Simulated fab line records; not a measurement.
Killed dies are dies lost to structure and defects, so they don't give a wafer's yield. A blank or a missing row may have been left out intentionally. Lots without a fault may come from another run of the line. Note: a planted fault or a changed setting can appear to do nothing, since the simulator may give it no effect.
Chamber matching ; flow n5_finfet ; N5_BEOL_M2_STRIP_36 on rie_diel-05: 4 sister chambers
The step strips in N2/H2. 8 wafers are shown with their chamber, then 7 later ones without.

EACH WAFER AND ITS CHAMBER
wafer;chamber;drypump_motor_current_A (A);showerhead_plenum_p_Torr (Torr)
L077.3;1;5.6;2.47
L086.2;3;5.0;2.60
L086.6;2;5.7;2.35
L088.2;2;5.7;2.35
L088.5;3;5.0;2.60
L088.6;0;4.8;2.43
L090.1;0;4.9;2.43
L090.3;1;5.6;2.46

WAFERS WITHOUT THEIR CHAMBER
wafer;drypump_motor_current_A (A);showerhead_plenum_p_Torr (Torr)
L090.5;5.7;2.34
L091.2;5.7;2.34
L091.4;5.6;2.46
L091.6;5.0;2.59
L093.2;5.5;2.46
L093.3;5.7;2.34
L093.5;5.0;2.59

EACH ONE'S CHAMBER
wafer;from the rows above;in truth
L090.5;2;2
L091.2;2;2
L091.4;1;1
L091.6;3;3
L093.2;1;1
L093.3;2;2
L093.5;3;3
7 of 7 placed correctly. Number that these rows cannot place: 0. 0 placed wrongly.
How it was worked out, from the rows above alone: a wafer's distance from a chamber is the root of the sum, over the readings, of the square of ((its reading less the chamber's mean) divided by the reading's scatter). If the next closest chamber is less than 2 further off than the closest, the wafer can't be placed; otherwise it belongs to the closest. The mean given for a chamber averages the wafers shown for that chamber. The scatter: the root of (the sum of the squares of (reading less its chamber's mean) over the shown wafers, divided by (wafers less chambers)).
